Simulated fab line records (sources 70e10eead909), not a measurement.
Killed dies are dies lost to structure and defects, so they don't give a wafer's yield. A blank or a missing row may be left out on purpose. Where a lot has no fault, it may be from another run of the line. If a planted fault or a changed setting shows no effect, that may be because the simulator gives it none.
Chamber matching | flow nand_harc | NHARC_P_CONTACT_DEP_30 on pecvd-01: 3 sister chambers
The step deposits SiNx, target thk 30 nm. 18 wafers are shown with their chamber, then 9 later ones without.

== EACH WAFER AND ITS CHAMBER ==
wafer  | chamber | heater_power_w (W)
L081.1 | 2       | 671
L081.2 | 0       | 623
L081.3 | 1       | 766
L083.3 | 1       | 769
L083.5 | 2       | 675
L083.6 | 1       | 778
L085.1 | 2       | 556
L085.4 | 2       | 568
L085.6 | 0       | 600
L086.1 | 1       | 737
L086.2 | 0       | 618
L086.6 | 1       | 741
L087.1 | 2       | 682
L087.3 | 0       | 495
L087.4 | 2       | 678
L089.2 | 0       | 622
L089.3 | 1       | 853
L089.6 | 0       | 610

SIGNATURES, as means of the wafers listed above
reading        | chamber 0 | chamber 1 | chamber 2 | scatter within a chamber
heater_power_w | 594.67    | 774.00    | 638.33    | 50.8
Rule: a wafer's distance from a chamber is the root of the sum, over the readings, of the square of ((its reading less the chamber's mean) divided by the reading's scatter). If the next closest chamber is less than 2 further off than the closest, the wafer can't be placed; otherwise it belongs to the closest. The scatter: take each reading less its chamber's mean, square it, sum over the shown wafers, divide by the number of wafers less the number of chambers, and take the root.

== WAFERS MISSING THEIR CHAMBER ==
wafer  | heater_power_w (W)
L090.3 | 639
L090.5 | 638
L090.6 | 546
L096.1 | 668
L096.4 | 585
L096.5 | 738
L097.2 | 660
L097.3 | 622
L097.6 | 632

== WHICH CHAMBER EACH WENT THROUGH ==
wafer  | from the rows above          | in truth
L090.3 | can't be placed: 2 or 0      | 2
L090.5 | can't be placed: 2 or 0      | 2
L090.6 | can't be placed: 0 or 2      | 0
L096.1 | can't be placed: 2 or 0 or 1 | 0
L096.4 | can't be placed: 0 or 2      | 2
L096.5 | can't be placed: 1 or 2      | 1
L097.2 | can't be placed: 2 or 0 or 1 | 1
L097.3 | can't be placed: 2 or 0      | 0
L097.6 | can't be placed: 2 or 0      | 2
Correctly placed: 0 of 9. Not placeable from these rows: 9 (in 9, the candidates include the true chamber). Number placed wrongly: 0.
